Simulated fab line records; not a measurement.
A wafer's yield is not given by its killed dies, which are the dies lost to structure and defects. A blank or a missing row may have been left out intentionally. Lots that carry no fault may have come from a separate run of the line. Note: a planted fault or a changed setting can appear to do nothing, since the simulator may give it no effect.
Which tool did it? / flow nand-harc / 12 lots with 36 wafers sampled at 5 steps, on a route of 1159 steps

WHAT THE GAUGES SHOWED, per wafer
NHARC_A_M0_THK_MEAS_24: measures by xrf.
lot=L075; measured=day 17 20:42; on=film-metro-01; thk-nm (nm)=114.7 111.9 114.3
lot=L077; measured=day 18 02:24; on=film-metro-01; thk-nm (nm)=112.0 114.2 113.9
lot=L079; measured=day 18 07:16; on=film-metro-02; thk-nm (nm)=114.9 114.0 114.3
lot=L081; measured=day 19 07:20; on=film-metro-01; thk-nm (nm)=112.9 113.7 114.1
lot=L083; measured=day 19 16:55; on=film-metro-02; thk-nm (nm)=114.7 111.8 114.0
lot=L086; measured=day 20 08:02; on=film-metro-01; thk-nm (nm)=115.9 113.1 115.4
lot=L088; measured=day 20 13:48; on=film-metro-02; thk-nm (nm)=113.0 112.0 113.2
lot=L089; measured=day 21 17:05; on=film-metro-01; thk-nm (nm)=114.3 113.2 114.4
lot=L091; measured=day 22 01:14; on=film-metro-01; thk-nm (nm)=113.9 115.8 114.1
lot=L094; measured=day 22 20:57; on=film-metro-02; thk-nm (nm)=114.1 115.4 115.0
lot=L093; measured=day 23 09:19; on=film-metro-01; thk-nm (nm)=114.9 112.1 113.4
lot=L097; measured=day 23 15:46; on=film-metro-02; thk-nm (nm)=113.3 112.1 113.1

TOOL THAT RAN EACH LOT (tool first, then ch and the chambers of the sampled wafers, then the start)
lot=L075; NHARC_A_CONTACT_ETCH_89=rie-diel-10 ch 1,2, day 17 08:20 or earlier; NHARC_A_CONTACT_ALD_18=ald-metal-03 ch 2,3, day 17 08:20; NHARC_A_BLC_STRIP_29=rie-diel-12 ch 0,1,3, day 17 14:44; NHARC_A_M0_ANNEAL_30=rtp-anneal-01 ch 0, day 17 20:05
lot=L077; NHARC_A_CONTACT_ETCH_89=rie-diel-10 ch 0,1,3, day 17 15:25 or earlier; NHARC_A_CONTACT_ALD_18=ald-metal-02 ch 0,3, day 17 15:25; NHARC_A_BLC_STRIP_29=rie-diel-01 ch 0,2,3, day 17 18:32; NHARC_A_M0_ANNEAL_30=rtp-anneal-02 ch 0, day 18 01:44
lot=L079; NHARC_A_CONTACT_ETCH_89=rie-diel-10 ch 0,1,2, day 17 20:31 or earlier; NHARC_A_CONTACT_ALD_18=ald-metal-04 ch 2,3, day 17 20:31; NHARC_A_BLC_STRIP_29=rie-diel-01 ch 0,1, day 18 01:32; NHARC_A_M0_ANNEAL_30=rtp-anneal-02 ch 0, day 18 06:35
lot=L081; NHARC_A_CONTACT_ETCH_89=rie-diel-03 ch 0,1, day 18 18:46 or earlier; NHARC_A_CONTACT_ALD_18=ald-metal-02 ch 0,1,2, day 18 18:46; NHARC_A_BLC_STRIP_29=rie-diel-12 ch 0,2,3, day 18 22:01; NHARC_A_M0_ANNEAL_30=rtp-anneal-01 ch 0, day 19 06:44
lot=L083; NHARC_A_CONTACT_ETCH_89=rie-diel-10 ch 1,2, day 19 08:25 or earlier; NHARC_A_CONTACT_ALD_18=ald-metal-02 ch 0,1, day 19 08:25; NHARC_A_BLC_STRIP_29=rie-diel-12 ch 1,2,3, day 19 11:31; NHARC_A_M0_ANNEAL_30=rtp-anneal-02 ch 0, day 19 16:15
lot=L086; NHARC_A_CONTACT_ETCH_89=rie-diel-10 ch 0,1,3, day 19 19:16 or earlier; NHARC_A_CONTACT_ALD_18=ald-metal-03 ch 0,1,3, day 19 19:16; NHARC_A_BLC_STRIP_29=rie-diel-01 ch 1,2,3, day 20 00:26; NHARC_A_M0_ANNEAL_30=rtp-anneal-01 ch 0, day 20 07:23
lot=L088; NHARC_A_CONTACT_ETCH_89=rie-diel-10 ch 0,1,2, day 20 01:25 or earlier; NHARC_A_CONTACT_ALD_18=ald-metal-02 ch 0,2,3, day 20 01:25; NHARC_A_BLC_STRIP_29=rie-diel-02 ch 0,1, day 20 06:58; NHARC_A_M0_ANNEAL_30=rtp-anneal-02 ch 0, day 20 13:11
lot=L089; NHARC_A_CONTACT_ETCH_89=rie-diel-10 ch 1,2, day 20 22:14 or earlier; NHARC_A_CONTACT_ALD_18=ald-metal-04 ch 1,2, day 20 22:14; NHARC_A_BLC_STRIP_29=rie-diel-02 ch 1,2, day 21 01:23; NHARC_A_M0_ANNEAL_30=rtp-anneal-02 ch 0, day 21 16:26
lot=L091; NHARC_A_CONTACT_ETCH_89=rie-diel-07 ch 2,3, day 21 08:02 or earlier; NHARC_A_CONTACT_ALD_18=ald-metal-03 ch 1,2,3, day 21 08:02; NHARC_A_BLC_STRIP_29=rie-diel-01 ch 0,1,2, day 21 17:19; NHARC_A_M0_ANNEAL_30=rtp-anneal-02 ch 0, day 22 00:44
lot=L094; NHARC_A_CONTACT_ETCH_89=rie-diel-07 ch 0,2,3, day 22 11:53 or earlier; NHARC_A_CONTACT_ALD_18=ald-metal-04 ch 1,2,3, day 22 11:53; NHARC_A_BLC_STRIP_29=rie-diel-12 ch 0,1,2, day 22 15:07; NHARC_A_M0_ANNEAL_30=rtp-anneal-02 ch 0, day 22 20:20
lot=L093; NHARC_A_CONTACT_ETCH_89=rie-diel-10 ch 0,1,2, day 22 21:02 or earlier; NHARC_A_CONTACT_ALD_18=ald-metal-03 ch 1,2,3, day 22 21:02; NHARC_A_BLC_STRIP_29=rie-diel-12 ch 0,1,2, day 23 01:03; NHARC_A_M0_ANNEAL_30=rtp-anneal-02 ch 0, day 23 08:40
lot=L097; NHARC_A_CONTACT_ETCH_89=rie-diel-07 ch 0,2,3, day 23 03:35 or earlier; NHARC_A_CONTACT_ALD_18=ald-metal-03 ch 0,1,2, day 23 03:35; NHARC_A_BLC_STRIP_29=rie-diel-12 ch 0,3, day 23 10:00; NHARC_A_M0_ANNEAL_30=rtp-anneal-02 ch 0, day 23 15:07
- NHARC_A_CONTACT_ETCH_89: etches the open film in N2/H2, target depth 260 nm, time 475.3 s.
- NHARC_A_CONTACT_ALD_18: deposits TiN, target thk 3 nm, pulse time 1 s, ald cycles 150.
- NHARC_A_BLC_STRIP_29: strips in CF4.
- NHARC_A_M0_ANNEAL_30: time 90 s.

THE ANSWER, worked out from the rows above alone
Rule: the lots themselves supply what counts as usual. The widest of any qualifying gaps counts: lots, ordered by their means at a reading, are off when they make up no more than a third of the lots, leave a main group of 4 or more, and stand apart from it by 3 or more times the standard deviation of that group's means. A main group is skipped when, at the precision printed for the reading in the tables above, its means are all equal. A lot without any number at a reading at which 4 lots or more have one is off too. Where the step has rows for the other lots, those lots are counted as sound.
No lot is off at any reading shown: from this, nothing can be told.

WHAT WAS PUT IN BY THE SIMULATOR
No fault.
